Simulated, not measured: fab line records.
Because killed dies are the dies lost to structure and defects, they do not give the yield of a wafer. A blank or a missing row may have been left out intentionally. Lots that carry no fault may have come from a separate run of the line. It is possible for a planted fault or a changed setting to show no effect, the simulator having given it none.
Matching of chambers :: flow n5 finfet :: N5_BEOL_M1_CO_CAP_55 on cvd co-01: 3 sister chambers
The step material Co, precursor CCTBA/H2, target thk 2 nm, time 102.1 s. 6 wafers are shown with their chamber, then 12 later ones without.

## EACH WAFER AND ITS CHAMBER
wafer: L082.4
chamber: 0
heater power w (W): 219

wafer: L083.4
chamber: 2
heater power w (W): 281

wafer: L083.5
chamber: 1
heater power w (W): 226

wafer: L085.1
chamber: 0
heater power w (W): 228

wafer: L085.4
chamber: 2
heater power w (W): 272

wafer: L085.5
chamber: 1
heater power w (W): 230

## WAFERS WITHOUT THEIR CHAMBER
wafer: L089.1
heater power w (W): 281

wafer: L089.3
heater power w (W): 224

wafer: L089.4
heater power w (W): 270

wafer: L090.4
heater power w (W): 276

wafer: L090.5
heater power w (W): 223

wafer: L090.6
heater power w (W): 230

wafer: L091.1
heater power w (W): 226

wafer: L091.2
heater power w (W): 224

wafer: L091.4
heater power w (W): 223

wafer: L092.4
heater power w (W): 224

wafer: L092.5
heater power w (W): 230

wafer: L092.6
heater power w (W): 277

## CHAMBER TAKEN BY EACH
wafer: L089.1
from the rows above: 2
in truth: 2

wafer: L089.3
from the rows above: can't be placed: 0 or 1
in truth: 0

wafer: L089.4
from the rows above: 2
in truth: 2

wafer: L090.4
from the rows above: 2
in truth: 2

wafer: L090.5
from the rows above: can't be placed: 0 or 1
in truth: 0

wafer: L090.6
from the rows above: can't be placed: 1 or 0
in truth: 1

wafer: L091.1
from the rows above: can't be placed: 1 or 0
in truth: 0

wafer: L091.2
from the rows above: can't be placed: 0 or 1
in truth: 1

wafer: L091.4
from the rows above: can't be placed: 0 or 1
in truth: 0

wafer: L092.4
from the rows above: can't be placed: 0 or 1
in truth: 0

wafer: L092.5
from the rows above: can't be placed: 1 or 0
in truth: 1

wafer: L092.6
from the rows above: 2
in truth: 2
Placed correctly: 4 of 12. Cannot be placed on the basis of these rows: 8; the candidates contain the true chamber in 8. Placed wrongly: 0.
How it was worked out, from the rows above alone: a wafer's distance from a chamber is the root of the sum, over the readings, of the square of ((its reading less the chamber's mean) divided by the reading's scatter). The wafer belongs to the nearest chamber; if the next one is less than 2 further off, it can't be placed. A chamber's mean is the mean of its shown wafers. The scatter: take each reading less its chamber's mean, square it, sum over the shown wafers, divide by the number of wafers less the number of chambers, and take the root.
